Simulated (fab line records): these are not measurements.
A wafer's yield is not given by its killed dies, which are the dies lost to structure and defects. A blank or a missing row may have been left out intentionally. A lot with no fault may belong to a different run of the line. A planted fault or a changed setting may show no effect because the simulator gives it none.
fab line records	flow n5_finfet
[record] lots = 8	wafers = 24	last_day = 17
route steps=1938 shown BEOL_M0_SAQP@695 BEOL_M0_CUTY@711 BEOL_M0@718 BEOL_M4@1111
lots that met no fault: taken from a fault-free run of the same line
start_h: hours from the record's opening day to when the first of the lot's shown wafers began	wait_h: hours from the lot's prior step to this one	" the same as in the row above	L1.1+2: a row that stands for several wafers	- either no value or no given start	* or withheld: withheld	< > ~ a bound
route shown NAME@n: a module of which the file shows steps, and the number in the route of the first	usual: average and standard deviation across the fault-free wafers	same: alike in all rows	chamber/n: place in a boat	sites: readings site by site	_std_site: how widely they spread, as a standard deviation	_edge_site: inner sites' mean taken away from outer sites' mean	radius_mm: for every site, how far away it sits from the centre of the wafer	mask NAME#n: copy n	behind: the last tool/chamber to shape the wafer	hold: cause of the lot's hold/its duration in hours/its outcome	device: the n, p or np transistor that did not switch	end of line: the tests these same wafers got at the end of their route	step lacking rows: just its recipe	killed: dies lost to structure and defects at the first sort, not the wafer's yield	map: a wafer's dies, x killed, . not, _ none there
set.NAME: the setting the step ran with; set.NAME@STEP: the setting that earlier step ran with	model.NAME: the simulator's own value behind a step, which no gauge read
the route's steps for a sample of lots (tables are steps, rows are wafers)
services: from which hour (start_h, from the record's first day; less than 0 if before it) a tool's chamber was out of use, for how many hours, and why
[[steps]]
[step N5_BEOL_M0_SAQP_CUT_ETCH_46]
[recipe] chemistry = N2/H2	target = SOC	target_depth_a = 1350	overetch_a = 270	temp_c = 40	time_s = 202.5	ion_energy_ev = 200	mask_material = SiARC	pressure_mtorr = 30	source_w = 840	bias_w = 150	n2_flow_sccm = 200	h2_flow_sccm = 200
[usual] drypump_motor_current_A = 5.9/0.41	n2_flow_sccm = 199.9/0.6	rf_vpp_V = 524.7/2.9	showerhead_plenum_p_Torr = 2.57/0.098	throttle_valve_pct = 17.78/0.29
lot.wafer	tool	chamber	start_h	wait_h	drypump_motor_current_A	n2_flow_sccm	rf_hours_counter_h	rf_vpp_V	showerhead_plenum_p_Torr	throttle_valve_pct
L473.3	rie_diel-02	1	108.87	0.0	6.3	200.1	129	527.3	2.66	17.42
L473.4	"	0	"	"	6.0	200.0	44	527.2	2.70	17.39
L473.5	"	0	"	"	6.0	199.3	-	527.8	2.70	17.41
L476.2	rie_diel-06	0	135.41	0.0	6.0	199.4	226	523.7	2.51	18.01
L476.4	"	1	"	"	6.2	198.2	7	524.6	2.59	17.42
L476.5	"	0	"	"	6.0	200.7	-	523.3	2.51	17.98
L477.3	rie_diel-02	2	136.46	0.0	6.2	198.9	174	521.4	2.43	18.17
L477.4	"	0	"	"	6.0	199.1	-	527.2	2.69	17.42
L477.5	"	2	"	"	6.2	199.0	-	521.2	2.43	18.17
L479.1	rie_diel-03	1	153.24	0.0	6.0	201.4	155	527.2	2.66	18.16
L479.2	"	3	"	"	5.4	199.6	242	522.3	2.51	18.13
L479.5	"	2	"	"	5.3	200.1	-	519.8	2.46	18.07
L483.2	rie_diel-03	3	170.82	0.0	5.3	199.2	247	523.4	2.50	18.13
L483.3	"	2	"	"	5.3	199.8	142	521.7	2.45	18.04
L483.6	"	2	"	"	5.3	200.7	-	520.8	2.46	18.04
L493.1	rie_diel-06	2	230.06	0.0	5.2	199.9	53	525.1	2.57	17.74
L493.5	"	3	"	"	5.8	199.8	-	528.5	2.67	17.65
L493.6	"	2	"	"	5.3	199.8	-	523.3	2.57	17.75
L495.1	rie_diel-06	2	244.59	0.0	5.2	199.4	59	524.4	2.57	17.73
L495.2	"	1	"	"	6.2	199.5	34	524.6	2.58	17.44
L495.6	"	0	"	"	6.0	199.5	-	522.7	2.50	17.58
L496.2	rie_diel-06	1	254.60	0.0	6.1	199.8	37	525.3	2.58	17.45
L496.3	"	0	"	"	6.0	199.0	3	523.0	2.50	17.60
L496.5	"	0	"	"	5.9	199.5	-	522.7	2.50	17.60
[step N5_BEOL_M0_CUTY_DESCUM_61]
[recipe] chemistry = O2	time_s = 7.9	source_power_w = 50	bias_power_w = 20	pressure_mtorr = 20	rf_frequency_hz = 2.712e+07	temp_c = 40	resist = CAR-ArF-block	o2_flow_sccm = 225
[usual] drypump_motor_current_A = 6.0/0.5	oes_product_au = 0.76/0.076	rf_vpp_V = 243.2/1.3	showerhead_plenum_p_Torr = 2.09/0.068	throttle_valve_pct = 20.39/0.24
lot.wafer	tool	chamber	start_h	wait_h	drypump_motor_current_A	oes_product_au	rf_hours_counter_h	rf_vpp_V	showerhead_plenum_p_Torr	throttle_valve_pct
L473.3	rie_diel-04	3	112.40	1.6	5.7	0.74	168	244.0	2.18	20.13
L473.4	"	1	"	"	5.7	0.80	103	242.4	2.10	20.60
L473.5	"	0	"	"	6.6	0.72	-	243.0	1.99	20.23
L476.2	rie_diel-01	2	136.83	0.0	6.6	0.71	189	242.7	2.09	20.46
L476.4	"	0	"	"	5.5	0.89	43	243.7	2.13	20.66
L476.5	"	0	"	"	5.5	0.89	-	244.7	2.13	20.66
L477.3	rie_diel-04	3	138.12	0.0	5.6	0.74	178	243.9	2.17	20.14
L477.4	"	1	"	"	5.7	0.80	114	243.4	2.10	20.62
L477.5	"	0	"	"	6.6	0.71	-	241.2	1.99	20.23
L479.1	rie_diel-04	1	154.74	0.3	5.7	0.78	121	244.0	2.09	20.63
L479.2	"	2	"	"	5.8	0.68	241	244.2	2.15	20.21
L479.5	"	0	"	"	6.6	0.71	-	242.1	1.98	20.23
L483.2	rie_diel-04	1	172.46	0.0	5.7	0.79	125	244.8	2.09	20.62
L483.3	"	2	"	"	5.8	0.68	248	244.0	2.14	20.20
L483.6	"	3	"	"	5.7	0.73	-	245.4	2.17	20.16
L493.1	rie_diel-01	0	231.49	0.1	5.5	0.85	69	243.0	2.12	20.71
L493.5	"	0	"	"	5.5	0.85	-	244.2	2.12	20.72
L493.6	"	3	"	"	5.1	0.70	-	241.1	1.98	20.50
L495.1	rie_diel-01	1	246.16	0.1	6.6	0.82	81	243.8	2.13	20.82
L495.2	"	3	"	"	5.1	0.70	238	240.4	1.98	20.52
L495.6	"	0	"	"	5.5	0.85	-	242.8	2.11	20.74
L496.2	rie_diel-04	3	255.82	0.0	5.7	0.69	227	244.0	2.15	20.22
L496.3	"	3	"	"	5.7	0.69	-	243.6	2.15	20.22
L496.5	"	1	"	"	5.7	0.75	-	244.8	2.08	20.71
[step N5_BEOL_M0_STRIP_104]
[recipe] chemistry = N2/H2	power_w = 450	temp_c = 40	pressure_mtorr = 20	rf_frequency_hz = 6e+07	overash_fraction = 0.3	bias_power_w = 7	h2_frac = 0.5	n2_flow_sccm = 200	h2_flow_sccm = 200
[usual] drypump_motor_current_A = 6.0/0.5	n2_flow_sccm = 199.9/0.54	oes_product_au = 0.78/0.078	power_w = 449.9/1.4	rf_vpp_V = 59.1/1.7	showerhead_plenum_p_Torr = 2.54/0.082	throttle_valve_pct = 23.5/0.31
lot.wafer	tool	chamber	start_h	wait_h	drypump_motor_current_A	n2_flow_sccm	oes_product_au	power_w	rf_hours_counter_h	rf_vpp_V	showerhead_plenum_p_Torr	throttle_valve_pct
L473.3	rie_diel-04	3	113.43	0.0	5.7	200.1	0.74	448.0	168	60.9	2.63	23.2
L473.4	"	2	"	"	5.7	200.4	0.70	448.7	224	56.2	2.62	23.3
L473.5	"	0	"	"	6.6	199.9	0.72	449.6	-	58.3	2.41	23.3
L476.2	rie_diel-05	3	139.36	0.0	5.6	199.5	0.80	452.8	111	55.3	2.66	23.4
L476.4	"	1	"	"	6.2	199.3	0.71	449.7	238	60.2	2.61	23.5
L476.5	"	2	"	"	6.6	199.8	0.78	450.7	-	58.7	2.55	23.4
L477.3	rie_diel-05	1	139.42	0.0	6.3	200.3	0.69	447.0	238	58.9	2.61	23.5
L477.4	"	0	"	"	5.6	199.9	0.86	450.3	71	59.5	2.46	23.1
L477.5	"	2	"	"	6.6	201.1	0.79	447.8	-	61.6	2.55	23.4
L479.1	rie_diel-05	3	155.23	0.0	5.6	200.1	0.77	450.6	117	59.5	2.66	23.4
L479.2	"	0	"	"	5.6	199.6	0.82	451.3	78	56.8	2.46	23.1
L479.5	"	0	"	"	5.6	199.4	0.84	449.4	-	59.8	2.46	23.1
L483.2	rie_diel-01	0	175.19	0.0	5.5	199.9	0.88	449.8	57	61.9	2.58	23.9
L483.3	"	3	"	"	5.1	199.7	0.71	447.7	225	59.2	2.40	23.4
L483.6	"	2	"	"	6.6	199.3	0.71	450.2	-	58.7	2.51	23.5
L493.1	rie_diel-05	3	232.00	0.0	5.5	200.1	0.77	554.5	151	60.1	2.64	23.5
L493.5	"	1	"	"	6.3	200.2	0.93	450.1	-	59.9	2.59	23.2
L493.6	"	0	"	"	5.6	199.6	0.82	450.5	-	63.4	2.44	23.2
L495.1	rie_diel-01	1	247.32	0.0	6.7	200.1	0.83	447.6	82	57.7	2.56	24.3
L495.2	"	0	"	"	5.5	199.3	0.86	450.6	75	60.0	2.57	23.9
L495.6	"	2	"	"	6.6	198.9	0.69	449.9	-	58.0	2.50	23.5
L496.2	rie_diel-01	2	260.20	0.0	6.6	201.1	0.68	451.1	222	59.3	2.50	23.6
L496.3	"	1	"	"	6.7	200.0	0.83	449.4	87	59.1	2.56	24.3
L496.5	"	0	"	"	5.5	199.6	0.86	449.6	-	55.4	2.57	24.0
[step N5_BEOL_M0_TRENCH_ETCH_107]
[recipe] chemistry = C4F6/O2	target_depth_a = 328	target = SiOC	time_s = 16.4	ion_energy_ev = 250	pressure_mtorr = 30	source_w = 355	bias_w = 185	Ar_flow_sccm = 300	C4F6_flow_sccm = 10	O2_flow_sccm = 10
[usual] drypump_motor_current_A = 5.9/0.48	oes_f_703_au = 0.78/0.074	oes_product_au = 0.78/0.078	rf_vpp_V = 665/5.3	showerhead_plenum_p_Torr = 2.87/0.088	throttle_valve_pct = 20.84/0.25
lot.wafer	tool	chamber	start_h	wait_h	drypump_motor_current_A	oes_f_703_au	oes_product_au	rf_hours_counter_h	rf_vpp_V	showerhead_plenum_p_Torr	throttle_valve_pct
L473.3	rie_diel-05	0	115.16	0.0	5.6	0.83	0.85	61	670	2.77	20.63
L473.4	"	3	"	"	5.6	0.81	0.80	100	666	3.00	20.96
L473.5	"	2	"	"	6.6	0.80	0.80	-	666	2.86	20.81
L476.2	rie_diel-01	2	140.03	0.0	6.6	0.72	0.71	191	668	2.83	20.85
L476.4	"	0	"	"	5.4	0.89	0.89	44	666	2.90	21.19
L476.5	"	0	"	"	5.5	0.89	0.89	-	665	2.90	21.19
L477.3	rie_diel-04	2	140.12	0.0	5.7	0.68	0.69	235	658	2.92	20.62
L477.4	"	3	"	"	5.7	0.74	0.73	178	666	2.96	20.68
L477.5	"	2	"	"	5.7	0.69	0.68	-	655	2.92	20.62
L479.1	rie_diel-04	3	155.50	0.0	5.6	0.73	0.73	185	666	2.96	20.68
L479.2	"	1	"	"	5.7	0.79	0.78	121	667	2.85	21.08
L479.5	"	2	"	"	5.8	0.68	0.68	-	657	2.92	20.64
L483.2	rie_diel-01	0	175.80	0.0	5.5	0.87	0.86	58	667	2.89	21.19
L483.3	"	2	"	"	6.6	0.70	0.70	205	668	2.83	20.87
L483.6	"	3	"	"	5.1	0.73	0.71	-	658	2.71	20.90
L493.1	rie_diel-01	0	232.19	0.0	5.5	0.85	0.86	69	666	2.89	21.22
L493.5	"	3	"	"	5.1	0.72	0.71	-	657	2.71	20.94
L493.6	"	2	"	"	6.6	0.70	0.69	-	668	2.82	20.89
L495.1	rie_diel-04	2	247.52	0.0	5.7	0.88	0.88	22	656	2.90	20.38
L495.2	"	3	"	"	5.7	0.71	0.71	222	668	2.94	20.75
L495.6	"	3	"	"	5.6	0.71	0.71	-	666	2.94	20.73
L496.2	rie_diel-04	3	260.71	0.0	5.6	0.70	0.70	228	666	2.94	20.73
L496.3	"	0	"	"	6.6	0.99	1.01	1	675	3.02	20.26
L496.5	"	3	"	"	5.7	0.70	0.70	-	665	2.94	20.75
[step N5_BEOL_M4_RC_MEAS_101]
[usual] DIBL_N = 36.3/1.2	DIBL_P = 36.1/1.6	IOFF_N = 0.161/0.023	IOFF_P = 0.209/0.027	ION_N = 676/8.9	ION_P = 462/5.3	SS_N = 71.5/0.51	SS_P = 73.2/0.5	VT_N = 249.1/2.5	VT_P = -249.9/2.8
lot.wafer	tool	chamber	start_h	wait_h	DIBL_N[mV/V]	DIBL_P[mV/V]	IOFF_N[nA/um]	IOFF_P[nA/um]	ION_N[uA/um]	ION_P[uA/um]	SS_N[mV/dec]	SS_P[mV/dec]	VT_N[mV]	VT_P[mV]
L473.3	prober-02	0	156.33	0.3	36.5	36.8	0.164	0.203	671	460	71.8	72.7	246.1	-251.8
L473.4	"	0	"	"	35.7	35.0	0.142	0.183	672	457	70.8	73.3	247.2	-253.2
L473.5	"	0	"	"	34.8	33.1	0.129	0.157	667	451	71.7	73.5	250.9	-255.5
L476.2	prober-02	0	182.19	0.2	35.7	34.7	0.146	0.190	672	463	71.5	72.8	252.3	-249.1
L476.4	"	0	"	"	34.9	33.4	0.125	0.172	666	457	70.9	72.9	252.6	-253.1
L476.5	"	0	"	"	34.4	33.8	0.125	0.180	667	464	71.1	72.9	252.0	-251.7
L477.3	prober-02	0	185.41	0.3	35.5	34.7	0.126	0.169	658	450	70.6	72.4	250.9	-255.3
L477.4	"	0	"	"	34.8	33.8	0.121	0.164	664	457	69.9	72.7	252.8	-255.6
L477.5	"	0	"	"	36.0	35.1	0.137	0.182	672	459	70.4	72.3	252.8	-254.5
L479.1	prober-02	0	204.65	0.0	36.5	35.8	0.158	0.203	669	459	71.6	73.5	249.0	-249.5
L479.2	"	0	"	"	37.4	37.8	0.188	0.239	675	459	71.5	73.4	248.5	-247.8
L479.5	"	0	"	"	37.1	37.4	0.198	0.240	683	466	71.6	74.4	248.4	-247.9
L483.2	prober-01	0	226.46	0.2	36.6	36.6	0.164	0.206	684	463	71.7	72.9	246.6	-249.0
L483.3	"	0	"	"	36.6	37.1	0.165	0.209	687	465	71.4	73.7	249.3	-247.0
L483.6	"	0	"	"	36.2	36.4	0.150	0.196	673	457	70.7	73.0	248.3	-250.7
L493.1	prober-02	0	278.72	0.0	36.8	37.2	0.177	0.220	679	460	72.2	73.3	249.4	-250.5
L493.5	"	0	"	"	38.2	37.8	0.200	0.232	688	462	71.8	73.2	247.3	-247.2
L493.6	"	0	"	"	37.9	37.5	0.186	0.225	680	467	72.0	72.1	247.4	-249.5
L495.1	prober-01	0	294.29	0.0	35.6	36.5	0.161	0.215	666	461	71.9	73.0	249.0	-250.2
L495.2	"	0	"	"	36.1	37.8	0.182	0.238	681	461	71.8	73.9	246.7	-247.1
L495.6	"	0	"	"	36.0	37.2	0.166	0.222	677	462	72.7	73.7	248.1	-251.9
L496.2	prober-01	0	310.37	0.2	37.1	36.4	0.166	0.217	679	465	71.8	73.3	250.1	-246.2
L496.3	"	0	"	"	36.0	35.6	0.143	0.202	674	463	71.9	73.1	250.6	-248.4
L496.5	"	0	"	"	35.0	34.3	0.132	0.178	662	457	71.6	73.4	251.1	-248.6
[[services]]
tool	chamber	start_h	hours	kind
rie_diel-01	-	88.48	28.1	pm
rie_diel-06	0	88.86	4.1	repair
rie_diel-04	-	101.30	0.5	repair
rie_diel-02	1	113.73	15.6	repair
rie_diel-06	2	117.42	1.2	repair
rie_diel-05	2	119.71	1.5	repair
rie_diel-02	3	153.75	1.5	repair
rie_diel-04	1	160.26	9.4	repair
rie_diel-03	3	164.52	1.7	repair
rie_diel-04	2	175.20	-	clean
rie_diel-04	2	175.20	-	consumable_replace:focus_ring
rie_diel-04	2	175.20	17.6	scheduled_down
rie_diel-04	2	175.20	17.6	vent_cycle
rie_diel-06	-	179.18	14.6	pm
rie_diel-01	-	182.64	29.3	repair
rie_diel-02	0	201.01	9.1	repair
rie_diel-04	2	210.03	5.3	repair
rie_diel-04	1	217.31	5.0	repair
rie_diel-01	3	221.31	4.5	repair
rie_diel-02	2	223.76	6.1	repair
rie_diel-02	2	237.18	4.4	repair
rie_diel-01	2	240.16	6.1	repair
rie_diel-06	2	241.17	1.2	repair
rie_diel-06	3	259.63	4.8	repair
[[key]]
[first_sign] step = N5_BEOL_M0_STRIP_104	reading = power_w	direction = up	sigmas = 75	usual = *	struck = *
effect none on later readings
met_at N5_BEOL_M0_STRIP_104
struck_lots L493
struck_wafers L493.1
not_acting_at N5_BEOL_M0_SAQP_CUT_ETCH_46,N5_BEOL_M0_CUTY_DESCUM_61,N5_BEOL_M0_TRENCH_ETCH_107
onset_between 155.23 232.00
[fault] kind = process_parameter_drift	tool = rie_diel-05	chamber = 3	onset_h = 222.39	steps = N5_BEOL_M0_STRIP_104	channel = power_w	offset = *	shape = step	end_h = 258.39	acts_in = *	stated = *
